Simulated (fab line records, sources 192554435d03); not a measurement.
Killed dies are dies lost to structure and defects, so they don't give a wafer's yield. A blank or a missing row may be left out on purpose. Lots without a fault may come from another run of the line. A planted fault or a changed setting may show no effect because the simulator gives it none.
Chamber matching | flow n5_finfet | N5_BEOL_M12_ETCH_59 on rie_diel-04: 4 sister chambers
The step etches BARC in N2/H2, target depth 89 nm, overetch 26.7 nm, time 67.9 s. 18 wafers are shown with their chamber, then 9 later ones without.

WAFERS WITH THEIR CHAMBER
wafer  | chamber | showerhead_plenum_p_Torr (Torr) | throttle_valve_pct (%) | oes_product_au (a.u.)
L079.1 | 3       | 2.44                            | 18.10                  | 0.65
L079.4 | 2       | 2.49                            | 17.91                  | 0.79
L079.6 | 2       | 2.49                            | 17.91                  | 0.80
L083.3 | 3       | 2.43                            | 18.12                  | 0.63
L083.5 | 3       | 2.43                            | 18.13                  | 0.64
L083.6 | 2       | 2.49                            | 17.96                  | 0.77
L086.1 | 2       | 2.49                            | 17.94                  | 0.75
L086.2 | 3       | 2.43                            | 18.15                  | 0.63
L086.4 | 0       | 2.71                            | 17.48                  | 0.76
L090.1 | 1       | 2.40                            | 18.10                  | 0.60
L090.2 | 3       | 2.43                            | 18.15                  | 0.63
L090.4 | 2       | 2.48                            | 17.96                  | 0.75
L094.1 | 3       | 2.42                            | 18.18                  | 0.63
L094.2 | 2       | 2.48                            | 18.00                  | 0.74
L094.4 | 0       | 2.70                            | 17.50                  | 0.75
L093.3 | 0       | 2.70                            | 17.52                  | 0.74
L093.4 | 1       | 2.40                            | 18.15                  | 0.59
L093.6 | 0       | 2.70                            | 17.52                  | 0.73

SIGNATURES (means of the wafers above)
reading                  | chamber 0 | chamber 1 | chamber 2 | chamber 3 | scatter within a chamber
showerhead_plenum_p_Torr | 2.7025    | 2.4000    | 2.4867    | 2.4300    | 0.0054
throttle_valve_pct       | 17.5050   | 18.1250   | 17.9467   | 18.1383   | 0.0295
oes_product_au           | 0.7450    | 0.5950    | 0.7667    | 0.6350    | 0.0165
Rule: a wafer's distance from a chamber is the root of the sum, over the readings, of the square of ((its reading less the chamber's mean) divided by the reading's scatter). The wafer belongs to the nearest chamber; if the next one is less than 2 further off, it can't be placed. The scatter: the root of (the sum of the squares of (reading less its chamber's mean) over the shown wafers, divided by (wafers less chambers)).

WAFERS WITHOUT THEIR CHAMBER
wafer  | showerhead_plenum_p_Torr (Torr) | throttle_valve_pct (%) | oes_product_au (a.u.)
L096.1 | 2.70                            | 17.54                  | 0.74
L096.3 | 2.40                            | 18.15                  | 0.60
L096.5 | 2.70                            | 17.53                  | 0.74
L095.1 | 2.48                            | 18.02                  | 0.73
L095.3 | 2.70                            | 17.55                  | 0.73
L095.6 | 2.39                            | 18.16                  | 0.59
L097.1 | 2.39                            | 18.17                  | 0.59
L097.4 | 2.42                            | 18.22                  | 0.61
L097.5 | 2.39                            | 18.16                  | 0.59

WHICH CHAMBER EACH WENT THROUGH
wafer  | from the rows above     | in truth
L096.1 | 0                       | 0
L096.3 | 1                       | 1
L096.5 | 0                       | 0
L095.1 | 2                       | 2
L095.3 | 0                       | 0
L095.6 | 1                       | 1
L097.1 | 1                       | 1
L097.4 | can't be placed: 3 or 1 | 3
L097.5 | 1                       | 1
Placed correctly: 8 of 9. Can't be placed from these rows: 1 (the true chamber is among the candidates in 1). Placed wrongly: 0.
